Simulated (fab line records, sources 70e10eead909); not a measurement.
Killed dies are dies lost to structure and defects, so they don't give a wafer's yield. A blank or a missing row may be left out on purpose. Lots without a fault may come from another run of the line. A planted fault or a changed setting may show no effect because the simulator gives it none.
A struck lot beside a sound one | flow nand_harc | 15 steps out of a route of 1159
Sound: wafers L108.1, L108.3, L108.6. Struck: wafer L118.4. (L118.2, L118.3 of the same lot were not struck and are left out.) The cause comes at the end.
At each step with rows: each side's tool, then ch and its chambers, then its first start. Under that, the readings that differ: sound wafers | struck wafers | difference of the means | sigmas: that difference in standard deviations of wafers without a fault.
alike: readings whose means differ by less than 2 such deviations, and words and numbers that are the same on both sides. not compared: withheld readings, readings that some wafer has no value for, bounds like >300 that may hide the same value, and numbers for which the record gives no deviation and whose values overlap.
The two part at a step that has a row with sigmas, a row that says differs or no value, or rows on one side only. Numbers that don't overlap but have no deviation are shown without sigmas and don't part them. A reading that every wafer of one side lacks parts them only if that side has two wafers or more.

first, 8 steps without rows for these wafers: NHARC_P_BONDPAD_HMDS_02 (time 30 s); NHARC_P_BONDPAD_COAT_36 (time 65 s); NHARC_P_BONDPAD_COAT_03 (resist thk 600 nm); NHARC_P_BONDPAD_SOFTBAKE_04 (time 70 s); NHARC_P_BONDPAD_EBR_05; NHARC_P_BONDPAD_EXPOSE_06 (exposes mask P BPAD); NHARC_P_BONDPAD_PEB_07 (peb time 80 s); NHARC_P_BONDPAD_DEVELOP_08 (time 50 s).
NHARC_P_BONDPAD_CD_MEAS_09: target cd 500 nm.
  sound on cd_sem-03 ch 0, day 7 08:50; struck on cd_sem-02 ch 0, day 9 10:53
  reading    | sound             | struck | difference | sigmas
  cd_nm (nm) | 501.1 504.2 504.5 | 492.1  | -11.2      | -4
NHARC_P_BONDPAD_OVL_MEAS_38:
  sound on overlay-02, day 7 08:56; struck on overlay-02, day 9 10:58
  reading           | sound | struck | difference | sigmas
  overlay_x_nm (nm) | 5 4 5 | -6     | -11        | -2
  alike: overlay_y_nm
then, 1 step without rows for these wafers: NHARC_P_BONDPAD_HARDBAKE_10 (time 65 s).
NHARC_P_BONDPAD_DESCUM_11: chemistry O2, time 3 s.
  sound on rie_diel-04 ch 0,1,2, day 7 09:03; struck on rie_diel-04 ch 0, day 9 11:05
  reading      | sound          | struck | difference | sigmas
  rf_vpp_V (V) | 59.6 59.1 56.4 | 60.3   | +1.9       | +2
  alike: drypump_motor_current_A, oes_product_au, showerhead_plenum_p_Torr, throttle_valve_pct
  not compared: rf_hours_counter_h
NHARC_P_BONDPAD_ETCH_37: etches the open film in N2/H2, target depth 60 nm, overetch 18 nm, time 65.91 s.
  sound on rie_diel-04 ch 0,1,2, day 7 09:08; struck on rie_diel-04 ch 0, day 9 11:11
  reading               | sound             | struck | difference | sigmas
  oes_product_au (a.u.) | 0.985 0.995 0.992 | 0.852  | -0.139     | -14
  alike: bias_w, drypump_motor_current_A, rf_vpp_V, showerhead_plenum_p_Torr, throttle_valve_pct
  not compared: rf_hours_counter_h
NHARC_P_BONDPAD_ETCH_12: etches the open film in CHF3/O2, target depth 200 nm, time 100 s.
  sound on rie_diel-04 ch 0,1,2; struck on rie_diel-04 ch 2
  reading               | sound             | struck | difference | sigmas
  oes_product_au (a.u.) | 0.917 0.909 0.913 | 0.957  | +0.044     | +2
  alike: bias_w, drypump_motor_current_A, rf_vpp_V, showerhead_plenum_p_Torr, throttle_valve_pct
  not compared: rf_hours_counter_h
-- the record jumps here: 13 days lie between the struck wafers' starts before and after (it left off in module P_BONDPAD and takes up again in module END, whose first step shown is number 1159 of the route) --
NHARC_END_SORT_01:
  sound on prober-01 ch 0, day 19 22:56; struck on prober-01 ch 0, day 22 01:09
  reading                | sound           | struck | difference | sigmas
  sort_rim_yield_pct (%) | 99.1 94.3 100.0 | 90.6   | -7.2       | -3
  alike: defect_limited_yield, killed_at_array, killed_at_other, killed_at_periphery, killed_dies, killed_open, killed_short, sort_bin_2_pct, sort_bin_3_pct, sort_bin_4_pct, sort_n_pass, sort_yield_pct

WHERE THEY PART
First at NHARC_P_BONDPAD_CD_MEAS_09; last, within this record, at NHARC_END_SORT_01.

WHY: what the simulator had put in
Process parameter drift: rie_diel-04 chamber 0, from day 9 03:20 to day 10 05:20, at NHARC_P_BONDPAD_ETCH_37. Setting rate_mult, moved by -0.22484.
